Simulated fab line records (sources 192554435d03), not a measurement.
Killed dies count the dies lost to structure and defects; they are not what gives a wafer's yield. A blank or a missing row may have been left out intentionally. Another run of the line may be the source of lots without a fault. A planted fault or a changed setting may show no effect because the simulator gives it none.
fab line records ; flow n5_finfet
[record] lots = 6; wafers = 18; last_day = 17
route steps=1938 shown BEOL_M1@762 BEOL_M4@1111 PASSIVATION@1936
lots untouched by any fault: they come from a run of this same line in which no faults occurred
start_h: the number of hours between the record's first day and the start of the first shown wafer of the lot ; wait_h: hours elapsed since this lot's preceding step ; " unchanged from the row above ; L1.1+2: one row covering several wafers at once ; - no value, or no start was given ; * or withheld: withheld ; < > ~ a bound
route shown NAME@n: NAME is a module with steps in the file, n the number in the route of the first one ; usual: mean/standard deviation of fault-free wafers ; same: alike in all rows ; chamber/n: place in a boat ; sites: the reading at each site ; _std_site: how widely they spread, as a standard deviation ; _edge_site: inner sites' mean taken away from outer sites' mean ; radius_mm: how far each site lies from the wafer's centre ; mask NAME#n: copy n ; behind: the most recent tool/chamber to have shaped the wafer ; hold: why the lot was held/for how many hours/how that ended ; device: the n, p or np transistor that did not switch ; end of line: at the end of the route, the tests of the same wafers ; for a step that has no rows: nothing shown but its recipe ; killed: count of dies lost to structure and defects at first sort (not the wafer's yield) ; map: a wafer's dies, x killed, . not, _ none there
set.NAME: the run value of the setting; set.NAME@STEP: its run value at that earlier step ; model.NAME: the simulator's own value behind a step, which no gauge read
lots seen at some steps along the route; tables by step, rows by wafer
services: when a tool's chamber went out of use (start_h, in hours from the record's first day, below 0 if earlier), for how many hours, and the reason
[[steps]]
[step N5_BEOL_M1_PEB_09]
[recipe] peb_temp_c = 100; peb_time_s = 60; resist = CAR-EUV
[step N5_BEOL_M1_DEVELOP_10]
[recipe] develop_time_s = 30; developer = TMAH; resist = CAR-EUV; rinse_liquid = surfactant_rinse; dry = air_spin; dev_temp_c = 23
[step N5_BEOL_M1_CD_MEAS_11]
[recipe] target_cd_nm = 17.05; landing_energy_ev = 500; detector = se_inlens; polarity = opening
[usual] cd_nm = 16.91/0.19
lot.wafer;tool;chamber;start_h;wait_h;cd_nm
L875.3;cd_sem-01;0;143.92;-;16.93
L875.4;cd_sem-01;0;143.92;-;17.05
L875.6;cd_sem-01;0;143.92;-;16.95
L878.3;cd_sem-03;0;157.18;-;16.82
L878.5;cd_sem-03;0;157.18;-;16.83
L878.6;cd_sem-03;0;157.18;-;17.11
L889.1;cd_sem-02;0;223.24;-;16.84
L889.4;cd_sem-02;0;223.24;-;17.06
L889.6;cd_sem-02;0;223.24;-;16.68
L890.1;cd_sem-03;0;227.56;-;16.85
L890.3;cd_sem-03;0;227.56;-;16.18
L890.6;cd_sem-03;0;227.56;-;16.79
L891.2;cd_sem-02;0;234.82;-;17.03
L891.3;cd_sem-02;0;234.82;-;17.27
L891.4;cd_sem-02;0;234.82;-;17.15
L894.1;cd_sem-02;0;260.32;-;16.58
L894.3;cd_sem-02;0;260.32;-;17.03
L894.5;cd_sem-02;0;260.32;-;16.94
[step N5_BEOL_M1_OVL_MEAS_12]
[recipe] points_per_wafer = 522
[usual] M1_OVL = 0.3/0.65
lot.wafer;tool;chamber;start_h;wait_h;M1_OVL[nm]
L875.3;overlay-01;0;143.96;0.0;0.2
L875.4;overlay-01;0;143.96;0.0;1.0
L875.6;overlay-01;0;143.96;0.0;0.7
L878.3;overlay-01;0;157.22;0.0;0.9
L878.5;overlay-01;0;157.22;0.0;-0.1
L878.6;overlay-01;0;157.22;0.0;0.9
L889.1;overlay-02;0;223.27;0.0;0.5
L889.4;overlay-02;0;223.27;0.0;0.4
L889.6;overlay-02;0;223.27;0.0;0.2
L890.1;overlay-02;0;227.59;0.0;1.3
L890.3;overlay-02;0;227.59;0.0;0.2
L890.6;overlay-02;0;227.59;0.0;1.3
L891.2;overlay-02;0;234.86;0.0;-0.4
L891.3;overlay-02;0;234.86;0.0;0.4
L891.4;overlay-02;0;234.86;0.0;1.2
L894.1;overlay-01;0;260.35;0.0;0.4
L894.3;overlay-01;0;260.35;0.0;0.2
L894.5;overlay-01;0;260.35;0.0;0.1
[step N5_BEOL_M1_INSPECT_13]
[recipe] mode = adi; inspect_instrument = brightfield
[usual] raw_defect_count = 391/93
lot.wafer;tool;chamber;start_h;wait_h;raw_defect_count
L875.3;defect_inspect-02;-;144.01;0.0;374
L875.4;defect_inspect-02;-;144.01;0.0;360
L875.6;defect_inspect-02;-;144.01;0.0;345
L878.3;defect_inspect-02;-;157.27;0.0;329
L878.5;defect_inspect-02;-;157.27;0.0;323
L878.6;defect_inspect-02;-;157.27;0.0;383
L889.1;defect_inspect-01;-;223.33;0.1;486
L889.4;defect_inspect-01;-;223.33;0.1;360
L889.6;defect_inspect-01;-;223.33;0.1;368
L890.1;defect_inspect-01;-;227.65;0.1;299
L890.3;defect_inspect-01;-;227.65;0.1;262
L890.6;defect_inspect-01;-;227.65;0.1;263
L891.2;defect_inspect-02;-;234.91;0.0;685
L891.3;defect_inspect-02;-;234.91;0.0;487
L891.4;defect_inspect-02;-;234.91;0.0;566
L894.1;defect_inspect-02;-;260.41;0.1;367
L894.3;defect_inspect-02;-;260.41;0.1;327
L894.5;defect_inspect-02;-;260.41;0.1;305
[step N5_BEOL_M1_DESCUM_16]
[recipe] chemistry = O2; time_s = 7; source_power_w = 50; bias_power_w = 20; pressure_mtorr = 20; rf_frequency_hz = 2.712e+07; temp_c = 40; resist = CAR-EUV; o2_flow_sccm = 225
[usual] drypump_motor_current_A = 5.5/0.41; oes_product_au = 0.80/0.072; rf_vpp_V = 243.2/1.4; showerhead_plenum_p_Torr = 2.10/0.085; throttle_valve_pct = 20.33/0.19
[same] time_s = 7
lot.wafer;tool;chamber;start_h;wait_h;drypump_motor_current_A;oes_product_au;rf_hours_counter_h;rf_vpp_V;showerhead_plenum_p_Torr;throttle_valve_pct
L875.3;rie_diel-06;0;144.04;0.0;5.6;0.99;4;245.3;2.12;20.04
L875.4;rie_diel-06;3;144.04;0.0;5.9;0.80;129;241.0;1.93;20.06
L875.6;rie_diel-06;0;144.04;0.0;5.6;1.00;-;243.9;2.12;20.02
L878.3;rie_diel-02;0;157.30;0.0;5.1;0.75;163;244.2;2.10;20.48
L878.5;rie_diel-02;0;157.30;0.0;5.0;0.75;-;242.6;2.10;20.49
L878.6;rie_diel-02;3;157.30;0.0;5.4;0.75;-;244.6;2.17;20.31
L889.1;rie_diel-05;3;223.37;0.0;5.2;0.83;58;242.4;2.13;20.41
L889.4;rie_diel-05;2;223.37;0.0;5.1;0.81;-;244.8;2.21;20.36
L889.6;rie_diel-05;3;223.37;0.0;5.2;0.83;-;242.8;2.13;20.42
L890.1;rie_diel-02;2;227.68;0.0;5.9;0.71;214;241.6;2.05;20.51
L890.3;rie_diel-02;1;227.68;0.0;6.0;0.76;161;242.4;1.99;20.01
L890.6;rie_diel-02;3;227.68;0.0;5.4;0.74;-;245.3;2.16;20.35
L891.2;rie_diel-06;2;235.33;0.4;5.4;0.81;107;244.9;2.22;20.48
L891.3;rie_diel-06;3;235.33;0.4;5.9;0.78;156;241.5;1.92;20.10
L891.4;rie_diel-06;0;235.33;0.4;5.6;0.92;30;243.2;2.11;20.07
L894.1;rie_diel-02;1;260.44;0.0;6.0;0.76;171;242.0;1.98;20.03
L894.3;rie_diel-02;2;260.44;0.0;5.9;0.71;225;241.8;2.05;20.54
L894.5;rie_diel-02;1;260.44;0.0;6.0;0.77;-;241.4;1.98;20.02
[step N5_BEOL_M1_ETCH_74]
[recipe] chemistry = N2/H2; target = underlayer; target_depth_a = 65; mask_material = CAR-EUV; time_s = 5.2; ion_energy_ev = 200; pressure_mtorr = 30; source_w = 840; bias_w = 150; n2_flow_sccm = 200; h2_flow_sccm = 200; ends = cleared
[usual] drypump_motor_current_A = 5.5/0.41; etch_rf_on_time_s = 5.22/0.16; n2_flow_sccm = 200.0/0.62; oes_product_au = 0.68/0.061; rf_vpp_V = 524/3.1; showerhead_plenum_p_Torr = 2.55/0.11; throttle_valve_pct = 17.77/0.21
lot.wafer;tool;chamber;start_h;wait_h;drypump_motor_current_A;etch_rf_on_time_s;n2_flow_sccm;oes_product_au;rf_hours_counter_h;rf_vpp_V;showerhead_plenum_p_Torr;throttle_valve_pct
L875.3;rie_diel-06;0;144.08;0.0;5.6;5.25;200.2;0.83;4;524;2.61;17.52
L875.4;rie_diel-06;3;144.08;0.0;5.9;5.15;201.1;0.68;129;517;2.33;17.44
L875.6;rie_diel-06;0;144.08;0.0;5.6;5.24;199.4;0.83;-;526;2.61;17.49
L878.3;rie_diel-02;0;157.34;0.0;5.1;5.26;199.9;0.64;163;521;2.52;17.68
L878.5;rie_diel-02;0;157.34;0.0;5.1;5.17;199.5;0.64;-;525;2.52;17.69
L878.6;rie_diel-02;3;157.34;0.0;5.5;5.37;200.6;0.63;-;527;2.67;18.06
L889.1;rie_diel-05;3;223.40;0.0;5.2;5.56;199.8;0.69;58;522;2.60;17.95
L889.4;rie_diel-05;2;223.40;0.0;5.1;5.22;199.6;0.70;-;527;2.69;17.77
L889.6;rie_diel-05;3;223.40;0.0;5.2;5.57;200.0;0.69;-;527;2.60;17.97
L890.1;rie_diel-02;2;227.71;0.0;5.9;5.44;199.4;0.61;214;522;2.50;17.96
L890.3;rie_diel-02;1;227.71;0.0;6.1;5.18;200.3;0.65;161;520;2.42;17.52
L890.6;rie_diel-02;3;227.71;0.0;5.5;5.33;199.6;0.63;-;525;2.66;18.07
L891.2;rie_diel-06;2;235.37;0.0;5.4;4.81;200.6;0.71;107;530;2.67;17.75
L891.3;rie_diel-06;3;235.37;0.0;5.9;5.14;200.3;0.67;156;517;2.32;17.49
L891.4;rie_diel-06;0;235.37;0.0;5.7;5.22;201.1;0.78;30;525;2.59;17.57
L894.1;rie_diel-02;1;260.48;0.0;6.0;5.07;200.0;0.64;171;521;2.41;17.53
L894.3;rie_diel-02;2;260.48;0.0;5.9;5.36;199.7;0.60;225;523;2.50;17.99
L894.5;rie_diel-02;1;260.48;0.0;6.0;5.09;200.2;0.65;-;522;2.41;17.54
[step N5_BEOL_M1_ETCH_63]
[recipe] chemistry = CF4; target = SiARC; target_depth_a = 156; mask_material = CAR-EUV; time_s = 26; ion_energy_ev = 80; pressure_mtorr = 40; source_w = 545; bias_w = 36; Ar_flow_sccm = 100; cf4_flow_sccm = 100; ends = cleared
[usual] drypump_motor_current_A = 5.5/0.41; etch_rf_on_time_s = 26.0/0.72; oes_product_au = 0.68/0.061; rf_vpp_V = 184.1/1.1; showerhead_plenum_p_Torr = 2.14/0.072; throttle_valve_pct = 15.49/0.14
lot.wafer;tool;chamber;start_h;wait_h;drypump_motor_current_A;etch_rf_on_time_s;oes_product_au;rf_hours_counter_h;rf_vpp_V;showerhead_plenum_p_Torr;throttle_valve_pct
L875.3;rie_diel-06;0;144.09;0.0;5.6;26.0;0.84;4;184.0;2.20;15.33
L875.4;rie_diel-06;3;144.09;0.0;5.9;25.8;0.68;129;181.9;1.99;15.32
L875.6;rie_diel-06;0;144.09;0.0;5.7;26.0;0.83;-;184.9;2.20;15.33
L878.3;rie_diel-02;0;157.35;0.0;5.0;26.3;0.64;163;184.5;2.14;15.60
L878.5;rie_diel-02;0;157.35;0.0;5.1;26.2;0.64;-;183.2;2.14;15.59
L878.6;rie_diel-02;3;157.35;0.0;5.4;26.5;0.63;-;184.7;2.22;15.55
L889.1;rie_diel-05;3;223.42;0.0;5.2;27.5;0.70;58;185.0;2.16;15.41
L889.4;rie_diel-05;2;223.42;0.0;5.1;26.0;0.71;-;186.1;2.24;15.33
L889.6;rie_diel-05;3;223.42;0.0;5.1;27.3;0.71;-;185.1;2.16;15.40
L890.1;rie_diel-02;2;227.73;0.0;5.9;26.3;0.61;214;183.4;2.09;15.66
L890.3;rie_diel-02;1;227.73;0.0;6.0;25.2;0.66;161;181.7;2.06;15.39
L890.6;rie_diel-02;3;227.73;0.0;5.5;26.0;0.63;-;185.3;2.21;15.60
L891.2;rie_diel-06;2;235.38;0.0;5.4;24.3;0.70;107;185.7;2.24;15.49
L891.3;rie_diel-06;3;235.38;0.0;5.9;25.4;0.67;156;182.4;1.99;15.40
L891.4;rie_diel-06;0;235.38;0.0;5.6;26.2;0.77;30;182.8;2.19;15.36
L894.1;rie_diel-02;1;260.49;0.0;6.0;25.4;0.65;171;182.5;2.06;15.43
L894.3;rie_diel-02;2;260.49;0.0;5.9;26.8;0.59;225;183.2;2.09;15.68
L894.5;rie_diel-02;1;260.49;0.0;6.0;25.7;0.64;-;182.4;2.06;15.41
[step N5_BEOL_M1_ETCH_64]
[recipe] chemistry = N2/H2; target = SOC; target_depth_a = 750; overetch_a = 150; mask_material = SiARC; temp_c = 40; time_s = 112.5; ion_energy_ev = 200; pressure_mtorr = 30; source_w = 840; bias_w = 150; n2_flow_sccm = 200; h2_flow_sccm = 200
[usual] drypump_motor_current_A = 5.5/0.41; n2_flow_sccm = 200.0/0.56; oes_product_au = 0.63/0.055; rf_vpp_V = 524.0/2.8; showerhead_plenum_p_Torr = 2.55/0.11; throttle_valve_pct = 17.73/0.21
[same] time_s = 112.5
lot.wafer;tool;chamber;start_h;wait_h;drypump_motor_current_A;n2_flow_sccm;oes_product_au;rf_hours_counter_h;rf_vpp_V;showerhead_plenum_p_Torr;throttle_valve_pct
L875.3;rie_diel-06;0;144.12;0.0;5.7;199.4;0.77;4;525.0;2.61;17.48
L875.4;rie_diel-06;3;144.12;0.0;5.9;200.0;0.62;129;518.0;2.33;17.39
L875.6;rie_diel-06;0;144.12;0.0;5.6;199.9;0.77;-;524.8;2.61;17.47
L878.3;rie_diel-02;0;157.38;0.0;5.0;201.3;0.59;163;523.4;2.52;17.64
L878.5;rie_diel-02;0;157.38;0.0;5.0;199.7;0.60;-;524.7;2.52;17.63
L878.6;rie_diel-02;3;157.38;0.0;5.5;199.6;0.60;-;527.2;2.67;18.03
L889.1;rie_diel-05;3;223.45;0.0;5.2;199.2;0.67;58;523.8;2.60;17.93
L889.4;rie_diel-05;2;223.45;0.0;5.1;199.8;0.65;-;526.0;2.69;17.73
L889.6;rie_diel-05;3;223.45;0.0;5.2;199.8;0.67;-;526.5;2.60;17.92
L890.1;rie_diel-02;2;227.76;0.0;5.9;199.0;0.57;214;523.6;2.50;17.93
L890.3;rie_diel-02;1;227.76;0.0;6.0;200.1;0.60;161;520.9;2.42;17.47
L890.6;rie_diel-02;3;227.76;0.0;5.5;199.8;0.58;-;526.4;2.66;18.06
L891.2;rie_diel-06;2;235.41;0.0;5.4;199.5;0.63;107;527.0;2.67;17.72
L891.3;rie_diel-06;3;235.41;0.0;5.9;199.3;0.61;156;518.6;2.32;17.43
L891.4;rie_diel-06;0;235.41;0.0;5.6;200.4;0.72;30;526.4;2.59;17.52
L894.1;rie_diel-02;1;260.52;0.0;6.0;199.6;0.60;171;521.5;2.41;17.49
L894.3;rie_diel-02;2;260.52;0.0;5.9;200.7;0.56;225;521.5;2.50;17.94
L894.5;rie_diel-02;1;260.52;0.0;6.0;199.6;0.60;-;520.3;2.41;17.49
[step N5_BEOL_M1_STRIP_65]
[recipe] chemistry = N2/H2; temp_c = 40; n2_flow_sccm = 200; h2_flow_sccm = 200; rf_frequency_hz = 6e+07
[step N5_BEOL_M1_STRIP_75]
[recipe] chemistry = N2/H2; temp_c = 40; n2_flow_sccm = 200; h2_flow_sccm = 200; rf_frequency_hz = 6e+07
[step N5_BEOL_M1_STRIP_66]
[recipe] chemistry = CF4; resist = SiARC; power_w = 300; bias_power_w = 75; pressure_mtorr = 50; cf4_flow_sccm = 150; rf_frequency_hz = 6e+07
[usual] drypump_motor_current_A = 5.5/0.41; oes_product_au = 0.79/0.069; rf_vpp_V = 271.4/1.7; showerhead_plenum_p_Torr = 1.79/0.059; throttle_valve_pct = 13.46/0.15
lot.wafer;tool;chamber;start_h;wait_h;drypump_motor_current_A;oes_product_au;rf_hours_counter_h;rf_vpp_V;showerhead_plenum_p_Torr;throttle_valve_pct
L875.3;rie_diel-06;0;144.25;0.0;5.6;0.97;4;272.4;1.84;13.26
L875.4;rie_diel-06;3;144.25;0.0;5.9;0.79;129;266.4;1.67;13.32
L875.6;rie_diel-06;0;144.25;0.0;5.6;0.97;-;271.6;1.84;13.27
L878.3;rie_diel-02;0;157.51;0.0;5.0;0.74;163;271.2;1.78;13.55
L878.5;rie_diel-02;0;157.51;0.0;5.1;0.74;-;271.6;1.78;13.54
L878.6;rie_diel-02;3;157.51;0.0;5.5;0.74;-;272.2;1.85;13.53
L889.1;rie_diel-05;3;223.57;0.0;5.2;0.83;58;270.6;1.80;13.35
L889.4;rie_diel-05;2;223.57;0.0;5.1;0.81;-;272.7;1.87;13.33
L889.6;rie_diel-05;3;223.57;0.0;5.2;0.84;-;270.5;1.80;13.36
L890.1;rie_diel-02;2;227.89;0.0;5.9;0.71;214;270.4;1.75;13.67
L890.3;rie_diel-02;1;227.89;0.0;6.0;0.76;161;269.1;1.72;13.38
L890.6;rie_diel-02;3;227.89;0.0;5.4;0.73;-;273.2;1.84;13.57
L891.2;rie_diel-06;2;235.54;0.0;5.4;0.79;108;273.1;1.88;13.46
L891.3;rie_diel-06;3;235.54;0.0;5.9;0.76;156;269.1;1.67;13.39
L891.4;rie_diel-06;0;235.54;0.0;5.6;0.90;30;271.5;1.83;13.32
L894.1;rie_diel-02;1;260.65;0.0;6.0;0.74;171;270.8;1.72;13.42
L894.3;rie_diel-02;2;260.65;0.0;5.9;0.71;225;270.6;1.74;13.66
L894.5;rie_diel-02;1;260.65;0.0;6.0;0.74;-;268.7;1.72;13.40
[step N5_BEOL_M1_HM_OPEN_17]
[recipe] chemistry = Cl2/BCl3; target_depth_a = 200; overetch_a = 60; target = TiN; mask_material = SOC; ion_energy_ev = 150; pressure_mtorr = 10; icp_w = 1000; bias_w = 126; Cl2_flow_sccm = 53.25; bcl3_flow_sccm = 21.75; Ar_flow_sccm = 25
[usual] drypump_motor_current_A = 5.7/0.52; oes_product_au = 0.63/0.083; throttle_valve_pct = 22.32/0.14
lot.wafer;tool;chamber;start_h;wait_h;drypump_motor_current_A;oes_product_au;rf_hours_counter_h;throttle_valve_pct;model.SOC_of_BEOL_M1_COAT_61.thk_nm
L875.3;rie_metal-01;1;144.32;0.1;5.5;0.58;-;22.23;51.8
L875.4;rie_metal-01;0;144.32;0.1;5.4;0.71;-;22.27;52
L875.6;rie_metal-01;1;144.32;0.1;5.5;0.58;-;22.25;52
L878.3;rie_metal-02;1;157.58;0.1;6.4;0.51;-;22.79;52.6
L878.5;rie_metal-02;0;157.58;0.1;5.5;0.53;-;22.28;51.8
L878.6;rie_metal-02;1;157.58;0.1;6.4;0.50;-;22.76;52.6
L889.1;rie_metal-02;0;223.61;0.0;5.5;0.51;113;22.30;51.6
L889.4;rie_metal-02;1;223.61;0.0;6.4;0.78;-;22.48;52.6
L889.6;rie_metal-02;1;223.61;0.0;6.4;0.78;-;22.48;52.4
L890.1;rie_metal-01;0;227.93;0.0;5.4;0.69;37;22.31;52
L890.3;rie_metal-01;1;227.93;0.0;5.5;0.55;-;22.27;49
L890.6;rie_metal-01;0;227.93;0.0;5.4;0.68;-;22.32;52
L891.2;rie_metal-03;1;235.59;0.0;6.7;0.66;44;22.35;52.4
L891.3;rie_metal-03;0;235.59;0.0;5.2;0.67;-;22.15;52.6
L891.4;rie_metal-03;1;235.59;0.0;6.6;0.67;-;22.36;52.4
L894.1;rie_metal-01;1;260.69;0.0;5.5;0.55;102;22.29;52.2
L894.3;rie_metal-01;0;260.69;0.0;5.4;0.67;-;22.33;49
L894.5;rie_metal-01;0;260.69;0.0;5.4;0.67;-;22.33;49.2
[step N5_BEOL_M1_STRIP_19]
[recipe] chemistry = O2; power_w = 400; temp_c = 40; pressure_mtorr = 30; rf_frequency_hz = 6e+07; bias_power_w = 0; overash_fraction = 0.2; o2_flow_sccm = 225
[step N5_BEOL_M4_RC_MEAS_101]
[usual] DIBL_N = 36.7/2.4; DIBL_P = 37.4/2.9; IOFF_N = 0.18/0.05; IOFF_P = 0.23/0.058; ION_N = 683/16; ION_P = 467/11; SS_N = 71.7/0.77; SS_P = 73.5/0.87; VT_N = 249/4.3; VT_P = -250/4.4
lot.wafer;tool;chamber;start_h;wait_h;DIBL_N[mV/V];DIBL_P[mV/V];IOFF_N[nA/um];IOFF_P[nA/um];ION_N[uA/um];ION_P[uA/um];SS_N[mV/dec];SS_P[mV/dec];VT_N[mV];VT_P[mV]
L875.3;prober-02;0;181.52;0.3;32.5;33.2;0.10;0.16;660;474;71.3;72.9;258;-255
L875.4;prober-02;0;181.52;0.3;35.6;35.8;0.14;0.21;668;470;71.3;73.1;251;-251
L875.6;prober-02;0;181.52;0.3;34.0;34.4;0.12;0.17;673;469;71.2;73.4;253;-252
L878.3;prober-01;0;201.35;0.3;40.9;42.0;0.29;0.40;689;475;72.6;74.5;239;-238
L878.5;prober-01;0;201.35;0.3;39.0;39.7;0.23;0.32;693;478;72.0;73.5;243;-244
L878.6;prober-01;0;201.35;0.3;35.2;34.7;0.16;0.21;698;479;70.9;73.2;247;-249
L889.1;prober-02;0;259.90;0.0;35.4;37.9;0.16;0.23;691;478;71.3;73.9;251;-249
L889.4;prober-02;0;259.90;0.0;38.4;41.0;0.21;0.27;692;470;71.8;73.8;248;-248
L889.6;prober-02;0;259.90;0.0;34.6;37.0;0.14;0.21;663;463;70.9;73.5;253;-249
L890.1;prober-01;0;266.77;0.0;35.3;35.9;0.15;0.21;696;476;71.9;73.1;250;-250
L890.3;prober-01;0;266.77;0.0;35.1;34.6;0.14;0.19;664;447;70.7;73.4;251;-250
L890.6;prober-01;0;266.77;0.0;33.3;31.6;0.11;0.15;679;462;71.1;72.3;256;-257
L891.2;prober-01;0;278.30;0.2;32.3;32.5;0.12;0.17;680;467;70.5;72.4;251;-250
L891.3;prober-01;0;278.30;0.2;36.7;37.5;0.19;0.24;672;453;72.3;73.9;246;-246
L891.4;prober-01;0;278.30;0.2;36.2;38.1;0.20;0.26;699;479;72.0;73.8;244;-247
L894.1;prober-02;0;303.91;0.0;34.1;33.9;0.11;0.15;665;452;71.2;73.1;256;-258
L894.3;prober-02;0;303.91;0.0;37.0;36.8;0.15;0.19;667;459;71.2;73.6;251;-255
L894.5;prober-02;0;303.91;0.0;37.1;38.0;0.16;0.21;688;463;71.7;74.1;249;-254
[step N5_PASSIVATION_PROBE_49]
[usual] defect_limited_yield = 91.4/1.6; killed_at_M0_to_M3 = 31/11; killed_at_M4_up = 14/5.7; killed_at_contacts = 12/6; killed_at_front_end = 41/13; killed_at_other = 3.3/2.8; killed_dies = 101/19; killed_open = 67/14; killed_short = 33/8.2; sort_bin_5_function = 5.0/1.1; sort_bin_6_memory = 3.3/0.74; sort_n_pass = 1078/20; sort_yield_pct = 91.3/1.7
[same] gross_dies = 1180; killed_at_back_side = 0; sort_bin_4_leakage[%] = 0; sort_bin_8_speed[%] = 0
lot.wafer;tool;chamber;start_h;wait_h;defect_limited_yield[%];killed_at_M0_to_M3;killed_at_M4_up;killed_at_contacts;killed_at_front_end;killed_at_other;killed_dies;killed_open;killed_short;sort_bin_5_function[%];sort_bin_6_memory[%];sort_n_pass;sort_yield_pct[%]
L875.3;prober-02;-;285.09;0.1;91.4;32;15;6;48;1;102;57;44;5.2;3.3;1078;91.4
L875.4;prober-02;-;285.14;0.2;94.3;23;10;8;24;2;67;48;18;4.0;1.6;1113;94.3
L875.6;prober-02;-;285.24;0.3;91.8;36;22;10;25;4;97;56;36;4.2;3.5;1083;91.8
L878.3;prober-02;-;306.45;0.1;92.6;21;15;12;39;0;87;54;28;3.8;2.9;1093;92.6
L878.5;prober-02;-;306.55;0.2;92.2;32;14;10;34;2;92;57;35;4.6;3.0;1088;92.2
L878.6;prober-02;-;306.60;0.3;93.6;20;11;6;38;0;75;52;23;3.2;2.8;1105;93.6
L890.1;prober-02;-;371.67;0.0;92.5;30;7;17;31;3;88;68;17;4.1;3.1;1092;92.5
L890.3;prober-02;-;371.77;0.1;92.6;33;16;15;23;0;87;60;24;5.3;1.7;1093;92.6
L890.6;prober-02;-;371.92;0.3;92.0;36;13;12;32;1;94;58;29;4.2;3.0;1086;92.0
L891.2;prober-01;-;380.92;0.1;95.3;13;18;7;13;5;56;35;20;2.8;1.8;1124;95.3
L891.3;prober-01;-;380.97;0.1;91.9;27;17;16;29;6;95;57;38;5.2;2.6;1085;91.9
L891.4;prober-01;-;381.02;0.2;91.6;26;16;24;30;3;99;70;28;5.1;2.9;1081;91.6
// killed by level:class
L875.3 BEOL_M0_SAQP:geometric_particle:short=9 FIN_SAQP:geometric_particle:short=8 GATE_CUT:geometric_particle:open=8 BEOL_M0_SAQP:geometric_particle:open=7 BEOL_M2:geometric_particle:open=7 FIN_SAQP:geometric_particle:open=6 BEOL_M4:geometric_particle:open=6 BEOL_M4:geometric_particle:short=5
L875.4 BEOL_M2:geometric_particle:open=8 MOL_CONTACT_COAG:geometric_particle:open=7 BEOL_M4:geometric_particle:open=6 STARTING-WAFER:geometric_particle:open=6 BEOL_M0_SAQP:geometric_particle:open=5 BEOL_M0_SAQP:geometric_particle:short=5 FIN_SAQP:geometric_particle:open=3 GATE_CUT:geometric_particle:short=3
L875.6 BEOL_M4:geometric_particle:open=13 BEOL_M0_SAQP:geometric_particle:short=11 BEOL_M3:geometric_particle:open=8 MOL_CONTACT_COAG:geometric_particle:open=7 BEOL_M0_SAQP:geometric_particle:open=7 BEOL_M2:geometric_particle:open=5 BEOL_M4:geometric_particle:short=5 FIN_SAQP:geometric_particle:open=3
L878.3 MOL_CONTACT_COAG:geometric_particle:open=8 BEOL_M4:geometric_particle:open=7 FIN_SAQP:geometric_particle:short=6 FIN_SAQP:geometric_particle:open=5 DUMMY_GATE:geometric_particle:open=5 GATE_CUT:geometric_particle:short=5 BEOL_M0_SAQP:geometric_particle:short=5 BEOL_M3:geometric_particle:open=5
L878.5 BEOL_M0_SAQP:geometric_particle:short=11 MOL_CONTACT_COAG:geometric_particle:open=10 FIN_SAQP:geometric_particle:short=9 FIN_SAQP:geometric_particle:open=7 BEOL_M0_SAQP:geometric_particle:open=7 BEOL_M4:geometric_particle:open=7 DUMMY_GATE:geometric_particle:open=5 STI_FIN_REVEAL:geometric_particle:open=3
L878.6 STI_FIN_REVEAL:geometric_particle:open=10 MOL_CONTACT_COAG:geometric_particle:open=6 BEOL_M1:geometric_particle:open=6 FIN_SAQP:geometric_particle:open=5 DUMMY_GATE:geometric_particle:open=5 GATE_CUT:geometric_particle:short=5 BEOL_M3:geometric_particle:open=4 BEOL_M4:geometric_particle:open=3
L890.1 MOL_CONTACT_COAG:geometric_particle:open=13 FIN_SAQP:geometric_particle:open=11 BEOL_M3:geometric_particle:open=10 BEOL_M1:geometric_particle:open=6 BEOL_M2:geometric_particle:open=6 MOL_CONTACT_COAG:geometric_particle:short=4 BEOL_M1:geometric_particle:short=4 STI_FIN_REVEAL:geometric_particle:open=3
L890.3 MOL_CONTACT_COAG:geometric_particle:open=11 BEOL_M3:geometric_particle:open=9 BEOL_M2:geometric_particle:open=6 BEOL_M0_SAQP:geometric_particle:short=5 BEOL_M4:geometric_particle:open=5 DUMMY_GATE:geometric_particle:open=4 MOL_CONTACT_COAG:geometric_particle:short=4 BEOL_M1:geometric_particle:open=4
L890.6 BEOL_M0_SAQP:geometric_particle:open=11 BEOL_M0_SAQP:geometric_particle:short=11 STI_FIN_REVEAL:geometric_particle:open=8 MOL_CONTACT_COAG:geometric_particle:open=7 HKMG_FIN:area_etch=6 MOL_CONTACT_COAG:geometric_particle:short=5 BEOL_M1:geometric_particle:open=5 DUMMY_GATE:geometric_particle:open=4
L891.2 BEOL_M5:geometric_particle:open=9 BEOL_M0_SAQP:geometric_particle:short=5 MOL_CONTACT_COAG:geometric_particle:open=4 BEOL_M3:geometric_particle:open=4 FIN_SAQP:geometric_particle:open=3 MOL_CONTACT_COAG:geometric_particle:short=3 BEOL_M4:geometric_particle:open=3 BEOL_M7:geometric_particle:open=3
L891.3 MOL_CONTACT_COAG:geometric_particle:open=9 STI_FIN_REVEAL:geometric_particle:open=8 MOL_CONTACT_COAG:geometric_particle:short=7 DUMMY_GATE:geometric_particle:open=6 BEOL_M2:geometric_particle:open=6 BEOL_M5:geometric_particle:open=6 BEOL_M0_SAQP:geometric_particle:open=5 BEOL_M3:geometric_particle:open=5
L891.4 MOL_CONTACT_COAG:geometric_particle:open=19 STI_FIN_REVEAL:geometric_particle:open=9 FIN_SAQP:geometric_particle:open=7 BEOL_M0_SAQP:geometric_particle:short=6 BEOL_M0_SAQP:geometric_particle:open=6 MOL_CONTACT_COAG:geometric_particle:short=5 BEOL_M4:geometric_particle:open=5 BEOL_M2:geometric_particle:open=4
[[services]]
tool;chamber;start_h;hours;kind
rie_diel-02;3;135.96;8.7;repair
rie_metal-02;1;166.71;-;clean
rie_metal-02;1;166.71;16.0;scheduled_down
rie_metal-02;1;166.71;16.0;vent_cycle
rie_metal-02;-;177.63;0.5;repair
rie_metal-01;-;195.47;1.3;repair
rie_diel-05;2;208.68;3.8;repair
rie_diel-05;0;221.63;2.8;repair
rie_diel-06;1;237.52;-;clean
rie_diel-06;1;237.52;-;consumable_replace:focus_ring
rie_diel-06;1;237.52;21.4;scheduled_down
rie_diel-06;1;237.52;21.4;vent_cycle
[[key]]
first_sign none at tools or gauges
[model_effect] step = N5_BEOL_M1_HM_OPEN_17; value = SOC_of_BEOL_M1_COAT_61.thk_nm; without = 52; struck = 49.07
met_at N5_BEOL_M1_HM_OPEN_17
struck_wafers L890.3,L894.3,L894.5
onset_between 144.32 227.93
[fault] kind = process_parameter_drift; tool = rie_metal-01; chamber = -; onset_h = 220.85; steps = N5_BEOL_M1_HM_OPEN_17; channel = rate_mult; offset = 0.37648; shape = step; end_h = 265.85; scope = struck_wafers_only
